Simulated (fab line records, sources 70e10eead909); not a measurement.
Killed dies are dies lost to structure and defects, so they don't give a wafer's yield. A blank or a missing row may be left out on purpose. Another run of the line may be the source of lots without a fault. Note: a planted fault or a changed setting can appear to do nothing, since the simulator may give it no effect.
Which tool was responsible? ; flow nand_harc ; 14 lots, 42 wafers sampled, at 5 steps of a route of 1302

== WHAT THE GAUGES SHOWED, per wafer ==
NHARC_A_ZERO_WELL_INSPECT_17. Usual: 10 for raw_defect_count, sd 6.2.
lot;measured;on;raw_defect_count;flag
L512;day 7 10:47;defect_inspect-01;12 8 4;
L513;day 7 20:19;defect_inspect-01;7 11 13;
L514;day 8 02:12;defect_inspect-01;10 4 10;
L515;day 8 12:22;defect_inspect-02;44 25 10;
L516;day 9 13:26;defect_inspect-02;5 5 6;
L517;day 10 01:19;defect_inspect-01;9 8 3;
L519;day 10 10:35;defect_inspect-02;15 11 11;
L521;day 10 22:46;defect_inspect-01;4 8 8;
L522;day 11 17:15;defect_inspect-02;13 20 10;
L523;day 12 00:31;defect_inspect-01;13 9 6;
L527;day 13 18:51;defect_inspect-02;9 11 8;
L529;day 14 07:28;defect_inspect-01;4 11 5;
L530;day 15 00:20;defect_inspect-01;5 2 7;
L532;day 15 22:29;defect_inspect-02;12 3 7;

NHARC_A_ONON_D1_THK_MEAS_24: measures by ellipsometry. Usual: 999 nm for thk_nm, sd 8.4.
lot;measured;on;thk_nm (nm);flag
L512;day 8 16:17;film_metro-02;994 992 993;
L513;day 9 04:47;film_metro-02;989 990 989;
L514;day 9 12:35;film_metro-01;986 987 984;
L515;day 9 23:32;film_metro-01;1009 1009 1008;
L516;day 10 21:17;film_metro-01;989 988 987;
L517;day 11 10:11;film_metro-02;996 996 997;
L519;day 11 21:00;film_metro-02;1007 1006 1005;
L521;day 12 07:22;film_metro-02;1514 1000 1001 1515 1002 999;OFF
L522;day 13 00:58;film_metro-01;999 995 998;
L523;day 13 09:02;film_metro-01;1009 1521 1008 1008 1522 1008;OFF
L527;day 15 04:47;film_metro-01;988 987 988;
L529;day 15 15:45;film_metro-01;1003 1004 1005;
L530;day 16 10:34;film_metro-01;990 991 991;
L532;day 17 07:14;film_metro-01;1017 1015 1018;

== EACH LOT AND THE TOOL THAT RAN IT (in order: tool; ch and the chambers of the sampled wafers; start) ==
lot;NHARC_A_ZERO_WELL_DESCUM_12;NHARC_A_ZERO_WELL_ETCH_19;NHARC_A_ONON_D1_DEP_22
L512;rie_diel-05 ch 0,1,3, day 7 09:29;rie_diel-05 ch 0,1,2, day 7 09:35;pecvd_onon-01 ch 0, day 8 15:53
L513;rie_diel-05 ch 0,1,2, day 7 19:02;rie_diel-05 ch 1,2, day 7 19:06;pecvd_onon-04 ch 0, day 9 04:26
L514;rie_diel-05 ch 0,1,2, day 8 00:55;rie_diel-05 ch 1,2,3, day 8 00:59;pecvd_onon-04 ch 0, day 9 12:05
L515;rie_diel-08 ch 0,1,2, day 8 11:04;rie_diel-08 ch 0,2,3, day 8 11:10;pecvd_onon-01 ch 0, day 9 23:01
L516;rie_diel-05 ch 0,1,2, day 9 12:07;rie_diel-05 ch 0,1, day 9 12:12;pecvd_onon-02 ch 0, day 10 20:50
L517;rie_diel-08 ch 0,1,3, day 10 00:02;rie_diel-08 ch 1,2,3, day 10 00:07;pecvd_onon-02 ch 0, day 11 09:47
L519;rie_diel-05 ch 0,1,3, day 10 09:18;rie_diel-05 ch 1,2,3, day 10 09:22;pecvd_onon-02 ch 0, day 11 20:29
L521;rie_diel-02 ch 0,1, day 10 21:27;rie_diel-02 ch 0,1, day 10 21:33;pecvd_onon-02 ch 0, day 12 06:55
L522;rie_diel-05 ch 0,1, day 11 15:55;rie_diel-05 ch 0,1,3, day 11 16:02;pecvd_onon-04 ch 0, day 13 00:26
L523;rie_diel-05 ch 0,3, day 11 22:40;rie_diel-05 ch 0,3, day 11 23:16;pecvd_onon-02 ch 0, day 13 08:31
L527;rie_diel-05 ch 1,2, day 13 17:25;rie_diel-05 ch 0,1,2, day 13 17:31;pecvd_onon-04 ch 0, day 15 04:17
L529;rie_diel-05 ch 0,2,3, day 14 06:10;rie_diel-05 ch 1,2, day 14 06:15;pecvd_onon-01 ch 0, day 15 15:14
L530;rie_diel-05 ch 1,2,3, day 14 23:02;rie_diel-05 ch 1,2,3, day 14 23:07;pecvd_onon-04 ch 0, day 16 10:07
L532;rie_diel-05 ch 1,2, day 15 21:10;rie_diel-05 ch 0,1,2, day 15 21:16;pecvd_onon-02 ch 0, day 17 06:44
- NHARC_A_ZERO_WELL_DESCUM_12: chemistry O2, time 3 s.
- NHARC_A_ZERO_WELL_ETCH_19: etches the open film in N2/H2, target depth 80 nm, overetch 24 nm, time 87.88 s.
- NHARC_A_ONON_D1_DEP_22: target thk 1000 nm.

== WHAT THE TOOLS THEMSELVES READ (means of the sampled wafers that have a number; where no wafer has one, the mark that the record gives instead) ==
NHARC_A_ZERO_WELL_DESCUM_12. Usual: drypump_motor_current_A 5.6 A, standard deviation 0.33; oes_product_au 1.000 a.u., standard deviation 0.0082; rf_vpp_V 57.9 V, standard deviation 0.77; showerhead_plenum_p_Torr 1.96 Torr, standard deviation 0.066; throttle_valve_pct 11.311 %, standard deviation 0.01.
lot;tool;drypump_motor_current_A (A);oes_product_au (a.u.);rf_vpp_V (V);showerhead_plenum_p_Torr (Torr);throttle_valve_pct (%);flag
L512;rie_diel-05;5.5;1.003;57.8;1.96;11.310;
L513;rie_diel-05;5.4;1.003;58.6;2.01;11.305;
L514;rie_diel-05;5.4;1.001;58.3;2.01;11.311;
L515;rie_diel-08;5.9;1.002;58.0;1.88;11.317;
L516;rie_diel-05;5.4;0.995;58.3;2.01;11.303;
L517;rie_diel-08;6.0;1.000;57.3;1.87;11.308;
L519;rie_diel-05;5.6;1.005;56.9;1.96;11.305;
L521;rie_diel-02;5.5;0.989;57.7;1.99;11.311;
L522;rie_diel-05;5.4;0.993;58.1;1.99;11.313;
L523;rie_diel-05;5.8;1.009;57.6;1.93;11.316;
L527;rie_diel-05;5.3;1.005;57.9;2.03;11.314;
L529;rie_diel-05;5.6;1.005;58.0;1.98;11.315;
L530;rie_diel-05;5.5;0.997;57.7;1.98;11.302;
L532;rie_diel-05;5.3;1.005;58.8;2.01;11.306;

NHARC_A_ZERO_WELL_ETCH_19. Usual: drypump_motor_current_A 5.6 A, standard deviation 0.33; n2_flow_sccm 150.0 sccm, standard deviation 0.45; oes_product_au 1.001 a.u., standard deviation 0.0077; rf_vpp_V 432.0 V, standard deviation 2.1; showerhead_plenum_p_Torr 2.09 Torr, standard deviation 0.074; throttle_valve_pct 14.173 %, standard deviation 0.0087.
lot;tool;drypump_motor_current_A (A);n2_flow_sccm (sccm);oes_product_au (a.u.);rf_vpp_V (V);showerhead_plenum_p_Torr (Torr);throttle_valve_pct (%);flag
L512;rie_diel-05;5.4;149.8;1.004;433.4;2.15;14.173;
L513;rie_diel-05;5.3;149.7;0.993;434.5;2.17;14.177;
L514;rie_diel-05;5.5;150.2;1.000;433.8;2.11;14.168;
L515;rie_diel-08;6.0;149.9;1.009;429.0;2.00;14.170;
L516;rie_diel-05;5.3;150.3;1.002;433.7;2.12;14.166;
L517;rie_diel-08;6.0;149.8;0.996;430.4;2.00;14.172;
L519;rie_diel-05;5.5;150.5;1.004;432.2;2.11;14.165;
L521;rie_diel-02;5.9;149.9;0.995;434.0;2.17;14.177;
L522;rie_diel-05;5.5;149.8;1.007;431.4;2.09;14.178;
L523;rie_diel-05;5.7;149.6;0.996;432.8;2.09;14.175;
L527;rie_diel-05;5.3;150.0;1.005;433.5;2.15;14.177;
L529;rie_diel-05;5.3;150.3;1.001;433.5;2.14;14.170;
L530;rie_diel-05;5.5;150.1;1.007;432.2;2.11;14.170;
L532;rie_diel-05;5.4;150.3;1.000;433.2;2.15;14.176;

NHARC_A_ONON_D1_DEP_22. Usual: 2751 sccm for n2_flow_sccm, sd 7.3.
lot;tool;n2_flow_sccm (sccm);flag
L512;pecvd_onon-01;2747;
L513;pecvd_onon-04;2757;
L514;pecvd_onon-04;2750;
L515;pecvd_onon-01;2757;
L516;pecvd_onon-02;2752;
L517;pecvd_onon-02;2752;
L519;pecvd_onon-02;2750;
L521;pecvd_onon-02;2751;
L522;pecvd_onon-04;2741;
L523;pecvd_onon-02;2760;
L527;pecvd_onon-04;2753;
L529;pecvd_onon-01;2750;
L530;pecvd_onon-04;2752;
L532;pecvd_onon-02;2745;

== THE ANSWER, worked out from the rows above alone ==
Rule: take the mean of a lot's wafers that have a number; if it is more than 3 standard deviations from the usual mean, the lot is off. A lot without any number at a reading at which 4 lots or more have one is off too. Where the step has rows for the other lots, those lots are counted as sound. First the gauges in route order, then the tools' own readings, where a lot's mean is used as printed above. The first step at which some lot is off is used, and at that step the reading that is off furthest; a lot without a number counts as furthest.
Off, at NHARC_A_ONON_D1_THK_MEAS_24 on thk_nm: L521, L523.
A tool fits if, at a process step before that reading, it ran every lot that is off, and no sound lot after the first of them. The gauges at NHARC_A_ONON_D1_THK_MEAS_24 are tried like those tools. Not one of the candidates tried fits.

== WHAT HAD BEEN PUT IN BY THE SIMULATOR ==
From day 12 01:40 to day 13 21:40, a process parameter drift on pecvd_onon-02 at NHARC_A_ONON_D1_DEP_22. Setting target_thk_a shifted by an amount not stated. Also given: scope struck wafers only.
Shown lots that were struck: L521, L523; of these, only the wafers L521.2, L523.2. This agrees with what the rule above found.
